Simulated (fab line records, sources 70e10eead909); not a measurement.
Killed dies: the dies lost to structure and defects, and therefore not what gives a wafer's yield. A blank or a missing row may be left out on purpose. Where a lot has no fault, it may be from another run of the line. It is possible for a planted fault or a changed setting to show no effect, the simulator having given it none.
Which of the tools did it? -- flow nand-harc -- 24 lots, 72 wafers sampled, at 6 steps of a route of 1159

WHAT THE GAUGES SHOWED, per wafer
The record lacks any reading of a measuring or inspecting step that a usual standard deviation could be used to judge.

EACH LOT AND THE TOOL THAT RAN IT (in order: tool; ch and the chambers of the sampled wafers; start)
lot,NHARC_A_CHANNEL_HOLE_D1_ETCH_24,NHARC_A_CHANNEL_FILL_D1_CMP_10,NHARC_A_STAIRCASE_DESCUM_168,NHARC_A_STAIRCASE_TRIM_18,NHARC_A_STAIRCASE_ETCH_19,NHARC_A_STAIRCASE_ETCH_27
L074,"har-etch-01 ch 0,1, day 8 05:09","cmp-03 ch 0,1,3, day 10 08:14","rie-diel-02 ch 0,2,3, day 10 09:46","rie-diel-02 ch 0,1,3, no start","rie-diel-02 ch 1,2,3, no start","rie-diel-06 ch 1,2,3, no start"
L076,"har-etch-02 ch 0,1, day 8 09:12","cmp-03 ch 1,2, day 10 18:41","rie-diel-13 ch 0,2,3, day 10 20:47","rie-diel-02 ch 0,1,3, no start","rie-diel-02 ch 1,3, no start","rie-diel-02 ch 0,2,3, no start"
L075,"har-etch-01 ch 0,1, day 8 10:14","cmp-02 ch 0,3, day 10 18:41","rie-diel-06 ch 0,2, day 10 20:28","rie-diel-02 ch 0,2,3, no start","rie-diel-02 ch 0,3, no start","rie-diel-06 ch 0,2,3, no start"
L077,"har-etch-02 ch 0,1, day 9 03:43","cmp-03 ch 0,2,3, day 11 07:25","rie-diel-13 ch 0,1,2, day 11 09:55","rie-diel-02 ch 1,2,3, no start","rie-diel-02 ch 0,1,2, no start","rie-diel-02 ch 0,2,3, no start"
L078,"har-etch-01 ch 0,1, day 9 03:54","cmp-04 ch 1,2,3, day 11 07:25","rie-diel-13 ch 0,2,3, day 11 09:52","rie-diel-06 ch 0,2,3, no start","rie-diel-06 ch 0,2, no start","rie-diel-13 ch 2,3, no start"
L079,"har-etch-02 ch 0,1, day 9 15:28","cmp-02 ch 0,2, day 11 19:43","rie-diel-06 ch 0,1,2, day 11 21:25","rie-diel-13 ch 0,2,3, no start","rie-diel-13 ch 0,1,2, no start","rie-diel-06 ch 1,2,3, no start"
L080,"har-etch-02 ch 1, day 9 21:25","cmp-03 ch 0,1,2, day 12 02:55","rie-diel-13 ch 0,1,3, day 12 04:35","rie-diel-06 ch 0,1,3, no start","rie-diel-06 ch 0,3, no start","rie-diel-06 ch 0,2, no start"
L081,"har-etch-01 ch 0,1, day 10 00:35","cmp-04 ch 0,1,2, day 12 02:55","rie-diel-02 ch 0,1,2, day 12 04:45","rie-diel-13 ch 0,1,2, no start","rie-diel-13 ch 0,1,2, no start","rie-diel-13 ch 0,1,3, no start"
L083,"har-etch-01 ch 0,1, day 10 11:17","cmp-02 ch 1,2,3, day 12 14:06","rie-diel-02 ch 0,1, day 12 16:01","rie-diel-06 ch 1,3, no start","rie-diel-06 ch 0,1,3, no start","rie-diel-02 ch 1,2,3, no start"
L082,"har-etch-02 ch 0,1, day 10 11:26","cmp-04 ch 1,2,3, day 12 14:04","rie-diel-06 ch 0,1,3, day 12 16:02","rie-diel-06 ch 0,1,2, no start","rie-diel-06 ch 0,1,3, no start","rie-diel-06 ch 1,2,3, no start"
L084,"har-etch-01 ch 0,1, day 10 16:53","cmp-04 ch 0,3, day 12 20:54","rie-diel-06 ch 2,3, day 12 22:27","rie-diel-06 ch 1,2,3, no start","rie-diel-06 ch 0,2, no start","rie-diel-02 ch 0,2,3, no start"
L086,"har-etch-01 ch 0,1, day 11 14:04","cmp-03 ch 0,1,2, day 13 20:52","rie-diel-06 ch 1,2,3, day 13 22:23","rie-diel-02 ch 0,2,3, no start","rie-diel-02 ch 0,1, no start","rie-diel-06 ch 1,2, no start"
L088,"har-etch-02 ch 0,1, day 11 14:41","cmp-02 ch 0,1,3, day 13 17:13","rie-diel-13 ch 1,2,3, day 13 18:56","rie-diel-06 ch 0,1,2, no start","rie-diel-06 ch 0,1,3, no start","rie-diel-13 ch 0,1,2, no start"
L087,"har-etch-01 ch 0,1, day 11 18:13","cmp-02 ch 1,2,3, day 13 20:51","rie-diel-06 ch 0,2, day 13 22:41","rie-diel-02 ch 0,1, no start","rie-diel-02 ch 1,3, no start","rie-diel-02 ch 0,2, no start"
L085,"har-etch-02 ch 0,1, day 11 22:22","cmp-02 ch 0,1,3, day 14 05:42","rie-diel-02 ch 0,1,3, day 14 07:11","rie-diel-02 ch 1,3, no start","rie-diel-02 ch 0,3, no start","rie-diel-02 ch 0,2, no start"
L089,"har-etch-01 ch 0,1, day 12 00:30","cmp-02 ch 0,1, day 14 02:02","rie-diel-02 ch 0,1, day 14 03:44","rie-diel-13 ch 0,1,3, no start","rie-diel-13 ch 1,2,3, no start","rie-diel-13 ch 0,1,2, no start"
L091,"har-etch-02 ch 0,1, day 12 15:55","cmp-04 ch 0,1,3, day 14 20:09","rie-diel-06 ch 0,2, day 14 21:43","rie-diel-06 ch 0,3, no start","rie-diel-06 ch 0,3, no start","rie-diel-13 ch 0,2,3, no start"
L090,"har-etch-01 ch 0,1, day 12 16:47","cmp-02 ch 1,2, day 14 20:09","rie-diel-13 ch 1,2, day 14 22:02","rie-diel-13 ch 0,2,3, no start","rie-diel-13 ch 0,2, no start","rie-diel-02 ch 0,2,3, no start"
L092,"har-etch-02 ch 0,1, day 12 20:11","cmp-02 ch 0,3, day 14 23:50","rie-diel-02 ch 0,2, day 15 01:33","rie-diel-06 ch 0,3, no start","rie-diel-06 ch 0,2,3, no start","rie-diel-06 ch 0,1,3, no start"
L093,"har-etch-01 ch 1, day 12 20:56","cmp-03 ch 0,2,3, day 15 02:41","rie-diel-02 ch 0,2,3, day 15 04:22","rie-diel-02 ch 1,2,3, no start","rie-diel-02 ch 0,1,3, no start","rie-diel-02 ch 1,2, no start"
L094,"har-etch-01 ch 0,1, day 13 06:24","cmp-04 ch 0,2,3, day 15 09:30","rie-diel-06 ch 1,2,3, day 15 11:13","rie-diel-02 ch 0,1,2, no start","rie-diel-02 ch 0,1,2, no start","rie-diel-06 ch 1,2, no start"
L097,"har-etch-01 ch 0,1, day 13 16:32","cmp-04 ch 0,1,2, day 15 19:44","rie-diel-13 ch 0,1,3, day 15 21:17","rie-diel-06 ch 1,2, no start","rie-diel-06 ch 1,2,3, no start","rie-diel-06 ch 1,2, no start"
L096,"har-etch-02 ch 0,1, day 13 17:43","cmp-02 ch 0,1,3, day 15 19:49","rie-diel-06 ch 0,2,3, day 15 21:40","rie-diel-13 ch 0,1,3, no start","rie-diel-13 ch 0,1, no start","rie-diel-06 ch 0,3, no start"
L095,"har-etch-02 ch 0,1, day 13 21:43","cmp-04 ch 0,1,2, day 16 08:23","rie-diel-06 ch 0,1, day 16 10:08","rie-diel-02 ch 2,3, no start","rie-diel-02 ch 1,2,3, no start","rie-diel-13 ch 0,1,3, no start"
- NHARC_A_CHANNEL_HOLE_D1_ETCH_24: etches the open film in C4F8/O2/Ar, time 906.2 s, target depth 1500 nm.
- NHARC_A_CHANNEL_FILL_D1_CMP_10: polishes, target thk 150 nm.
- NHARC_A_STAIRCASE_DESCUM_168: chemistry O2, time 3 s.
- NHARC_A_STAIRCASE_TRIM_18: chemistry O2, time 211.2 s.
- NHARC_A_STAIRCASE_ETCH_19: etches the open film in C4F8/O2, target depth 100 nm, time 40.5 s.
- NHARC_A_STAIRCASE_ETCH_27: etches the open film in C4F8/O2, target depth 100 nm, time 40.5 s.

AS READ BY THE TOOLS THEMSELVES (means over the sampled wafers that have a number; for cases with no such wafer, the mark the record gives instead)
NHARC_A_CHANNEL_HOLE_D1_ETCH_24.
lot,tool,drypump-motor-current-A (A),showerhead-plenum-p-Torr (Torr),throttle-valve-pct (%)
L074,har-etch-01,6.4,3.74,32.236
L076,har-etch-02,5.4,3.81,32.240
L075,har-etch-01,6.3,3.74,32.233
L077,har-etch-02,5.4,3.80,32.233
L078,har-etch-01,6.3,3.74,32.228
L079,har-etch-02,5.4,3.80,32.239
L080,har-etch-02,5.5,3.77,32.231
L081,har-etch-01,6.4,3.74,32.238
L083,har-etch-01,5.9,3.68,32.227
L082,har-etch-02,5.4,3.79,32.240
L084,har-etch-01,6.4,3.73,32.241
L086,har-etch-01,5.9,3.67,32.222
L088,har-etch-02,5.2,3.82,32.232
L087,har-etch-01,6.4,3.73,32.239
L085,har-etch-02,5.2,3.82,32.231
L089,har-etch-01,5.8,3.67,32.222
L091,har-etch-02,5.2,3.81,32.234
L090,har-etch-01,5.9,3.67,32.237
L092,har-etch-02,5.4,3.78,32.242
L093,har-etch-01,5.5,3.61,32.242
L094,har-etch-01,6.4,3.72,32.235
L097,har-etch-01,6.4,3.71,32.239
L096,har-etch-02,5.4,3.78,32.238
L095,har-etch-02,5.2,3.80,32.234

NHARC_A_CHANNEL_FILL_D1_CMP_10.
lot,tool,motor-current-A (A),slurry-flow-ml-min,time-to-endpoint-s (s)
L074,cmp-03,11.0,150.1,14.5
L076,cmp-03,12.3,150.1,15.9
L075,cmp-02,11.2,150.1,12.2
L077,cmp-03,12.4,149.9,16.8
L078,cmp-04,11.4,149.8,13.7
L079,cmp-02,11.6,150.1,11.8
L080,cmp-03,11.6,150.0,14.6
L081,cmp-04,12.6,149.9,15.3
L083,cmp-02,11.4,149.9,13.5
L082,cmp-04,11.6,150.1,16.2
L084,cmp-04,11.9,150.3,17.6
L086,cmp-03,11.7,149.9,14.3
L088,cmp-02,11.7,150.0,13.4
L087,cmp-02,11.1,150.3,17.6
L085,cmp-02,11.6,150.2,15.2
L089,cmp-02,12.8,149.8,12.7
L091,cmp-04,11.4,149.7,16.5
L090,cmp-02,11.7,149.7,15.4
L092,cmp-02,10.8,149.7,14.8
L093,cmp-03,12.2,149.8,15.2
L094,cmp-04,11.9,150.5,17.9
L097,cmp-04,12.1,150.1,17.1
L096,cmp-02,11.9,149.9,13.4
L095,cmp-04,12.2,150.3,16.1

NHARC_A_STAIRCASE_DESCUM_168.
lot,tool,drypump-motor-current-A (A),oes-product-au (a.u.),rf-vpp-V (V),showerhead-plenum-p-Torr (Torr),throttle-valve-pct (%)
L074,rie-diel-02,5.9,1.007,57.9,1.93,11.317
L076,rie-diel-13,5.5,1.008,57.6,1.87,11.310
L075,rie-diel-06,5.4,1.006,57.0,1.80,11.304
L077,rie-diel-13,5.5,1.002,57.3,1.87,11.326
L078,rie-diel-13,5.5,1.007,57.8,1.87,11.310
L079,rie-diel-06,5.5,1.010,58.1,1.95,11.313
L080,rie-diel-13,5.5,1.013,58.3,1.90,11.320
L081,rie-diel-02,5.9,1.002,58.6,1.90,11.315
L083,rie-diel-02,6.1,0.996,57.4,1.87,11.312
L082,rie-diel-06,5.7,0.995,58.0,1.85,11.312
L084,rie-diel-06,5.8,0.990,57.6,1.88,11.303
L086,rie-diel-06,5.8,1.006,58.1,1.93,11.307
L088,rie-diel-13,5.7,1.001,57.7,1.90,11.314
L087,rie-diel-06,5.3,0.997,58.3,1.99,11.319
L085,rie-diel-02,6.1,0.990,57.8,1.88,11.322
L089,rie-diel-02,6.1,1.004,57.8,1.87,11.320
L091,rie-diel-06,5.4,0.999,57.6,1.99,11.312
L090,rie-diel-13,5.6,0.990,57.6,1.89,11.310
L092,rie-diel-02,5.7,1.013,57.6,1.93,11.313
L093,rie-diel-02,5.9,1.017,57.3,1.91,11.312
L094,rie-diel-06,5.8,1.002,57.2,1.92,11.312
L097,rie-diel-13,5.5,0.998,58.3,1.89,11.307
L096,rie-diel-06,5.5,0.997,57.0,1.89,11.310
L095,rie-diel-06,5.4,0.997,57.8,1.87,11.313

NHARC_A_STAIRCASE_TRIM_18.
lot,tool,drypump-motor-current-A (A),oes-product-au (a.u.),rf-vpp-V (V),showerhead-plenum-p-Torr (Torr),throttle-valve-pct (%)
L074,rie-diel-02,6.1,1.008,56.8,3.50,17.040
L076,rie-diel-02,6.1,1.004,57.3,3.49,17.038
L075,rie-diel-02,5.9,1.003,57.7,3.54,17.032
L077,rie-diel-02,5.8,1.003,57.2,3.61,17.037
L078,rie-diel-06,5.5,0.998,57.2,3.51,17.037
L079,rie-diel-13,5.5,1.004,57.4,3.45,17.040
L080,rie-diel-06,5.7,0.998,57.7,3.43,17.048
L081,rie-diel-13,5.5,1.012,57.9,3.44,17.033
L083,rie-diel-06,6.0,1.005,57.9,3.47,17.038
L082,rie-diel-06,5.5,1.000,58.0,3.59,17.042
L084,rie-diel-06,5.8,0.995,58.2,3.55,17.042
L086,rie-diel-02,5.9,1.008,58.1,3.53,17.034
L088,rie-diel-06,5.5,1.002,57.5,3.59,17.033
L087,rie-diel-02,6.1,1.004,57.0,3.45,17.035
L085,rie-diel-02,5.9,0.999,58.0,3.57,17.040
L089,rie-diel-13,5.5,1.006,57.6,3.49,17.036
L091,rie-diel-06,5.4,0.996,57.8,3.36,17.032
L090,rie-diel-13,5.5,0.994,57.3,3.44,17.033
L092,rie-diel-06,5.4,0.990,57.2,3.36,17.039
L093,rie-diel-02,5.8,1.021,57.6,3.59,17.034
L094,rie-diel-02,5.9,1.002,57.9,3.50,17.042
L097,rie-diel-06,5.6,1.008,57.5,3.71,17.033
L096,rie-diel-13,5.5,1.000,57.1,3.49,17.035
L095,rie-diel-02,5.6,1.011,57.4,3.64,17.043

NHARC_A_STAIRCASE_ETCH_19.
lot,tool,oes-product-au (a.u.),rf-vpp-V (V)
L074,rie-diel-02,0.946,899
L076,rie-diel-02,0.951,899
L075,rie-diel-02,0.947,893
L077,rie-diel-02,0.952,895
L078,rie-diel-06,0.947,897
L079,rie-diel-13,0.937,892
L080,rie-diel-06,0.927,890
L081,rie-diel-13,0.943,893
L083,rie-diel-06,0.936,893
L082,rie-diel-06,0.936,892
L084,rie-diel-06,0.935,900
L086,rie-diel-02,0.941,891
L088,rie-diel-06,0.945,892
L087,rie-diel-02,0.938,898
L085,rie-diel-02,0.948,895
L089,rie-diel-13,0.949,896
L091,rie-diel-06,0.934,889
L090,rie-diel-13,0.935,891
L092,rie-diel-06,0.945,895
L093,rie-diel-02,0.950,893
L094,rie-diel-02,0.952,894
L097,rie-diel-06,0.950,896
L096,rie-diel-13,0.946,894
L095,rie-diel-02,0.938,899

NHARC_A_STAIRCASE_ETCH_27.
lot,tool,oes-product-au (a.u.),rf-vpp-V (V)
L074,rie-diel-06,0.947,891
L076,rie-diel-02,0.951,896
L075,rie-diel-06,0.951,889
L077,rie-diel-02,0.955,896
L078,rie-diel-13,0.960,896
L079,rie-diel-06,0.945,896
L080,rie-diel-06,0.944,897
L081,rie-diel-13,0.931,896
L083,rie-diel-02,0.941,899
L082,rie-diel-06,0.950,896
L084,rie-diel-02,0.937,897
L086,rie-diel-06,0.939,901
L088,rie-diel-13,0.937,892
L087,rie-diel-02,0.943,896
L085,rie-diel-02,0.943,897
L089,rie-diel-13,0.937,893
L091,rie-diel-13,0.941,893
L090,rie-diel-02,0.956,896
L092,rie-diel-06,0.945,892
L093,rie-diel-02,0.951,899
L094,rie-diel-06,0.952,903
L097,rie-diel-06,0.959,899
L096,rie-diel-06,0.929,889
L095,rie-diel-13,0.947,895

THE ANSWER, worked out from the rows above alone
Rule: usual is defined by the lots themselves. Put in order of their means at a reading, lots are off if they are a third of the lots or fewer, leave a main group of 4 or more, and stand apart from it by a gap of 3 or more times the standard deviation of the main group's means; of several such gaps the widest counts. Not used: any main group whose means are identical at the precision the tables above print for the reading. A lot without any number at a reading at which 4 lots or more have one is off too. Where the step has rows for the other lots, those lots are counted as sound. The gauges are gone through in route order, then the tools' own readings, and for those a lot's mean is taken as printed above. The first step at which some lot is off is used, and at that step the reading that is off furthest; a lot without a number counts as furthest.
No lot is off at any reading shown: from this, nothing can be told.

WHAT WAS PUT IN BY THE SIMULATOR
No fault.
